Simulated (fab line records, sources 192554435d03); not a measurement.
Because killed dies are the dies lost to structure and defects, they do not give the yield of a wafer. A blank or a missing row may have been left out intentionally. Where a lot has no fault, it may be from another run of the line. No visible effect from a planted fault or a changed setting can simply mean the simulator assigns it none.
Matching of chambers -- flow n5_finfet -- 4 sister chambers for N5_BEOL_M7_STRIP_36 on rie_diel-01
The step strips in N2/H2. 14 wafers are shown with their chamber, then 7 later ones without.

## WAFERS, EACH WITH ITS CHAMBER
wafer,chamber,showerhead_plenum_p_Torr (Torr),throttle_valve_pct (%),oes_product_au (a.u.)
L079.1,0,2.53,23.97,0.75
L079.2,3,2.43,23.99,0.73
L079.5,2,2.55,23.70,0.77
L080.1,0,2.53,23.95,0.75
L080.4,2,2.55,23.66,0.78
L080.5,2,2.55,23.67,0.78
L081.3,3,2.43,23.98,0.73
L081.4,2,2.54,23.68,0.77
L081.6,2,2.54,23.70,0.78
L088.1,3,2.42,24.00,0.72
L088.3,1,2.61,23.59,0.67
L088.4,2,2.54,23.70,0.77
L090.1,3,2.42,24.03,0.72
L090.3,1,2.61,23.57,0.69

SIGNATURES (averages over the wafers above)
reading,chamber 0,chamber 1,chamber 2,chamber 3,scatter within a chamber
showerhead_plenum_p_Torr,2.5300,2.6100,2.5450,2.4250,0.005
throttle_valve_pct,23.9600,23.5800,23.6850,24.0000,0.0183
oes_product_au,0.7500,0.6800,0.7750,0.7250,0.00671
Rule: for each reading, subtract the chamber's mean from the wafer's reading, divide by that reading's scatter and square the result; add these up over the readings and take the root, which gives the wafer's distance from the chamber. If the next closest chamber is less than 2 further off than the closest, the wafer can't be placed; otherwise it belongs to the closest. The scatter: the root of (the sum of the squares of (reading less its chamber's mean) over the shown wafers, divided by (wafers less chambers)).

## WAFERS WITHOUT THEIR CHAMBER
wafer,showerhead_plenum_p_Torr (Torr),throttle_valve_pct (%),oes_product_au (a.u.)
L090.5,2.61,23.58,0.68
L091.3,2.61,23.58,0.69
L091.5,2.54,23.68,0.76
L091.6,2.52,24.01,0.73
L097.1,2.42,24.02,0.71
L097.3,2.52,24.00,0.74
L097.6,2.53,23.71,0.77

## THE CHAMBER EACH PASSED THROUGH
wafer,from the rows above,in truth
L090.5,1,1
L091.3,1,1
L091.5,2,2
L091.6,0,0
L097.1,3,3
L097.3,0,0
L097.6,2,2
Placed correctly: 7 of 7. Number that these rows cannot place: 0. Wrongly placed: 0.
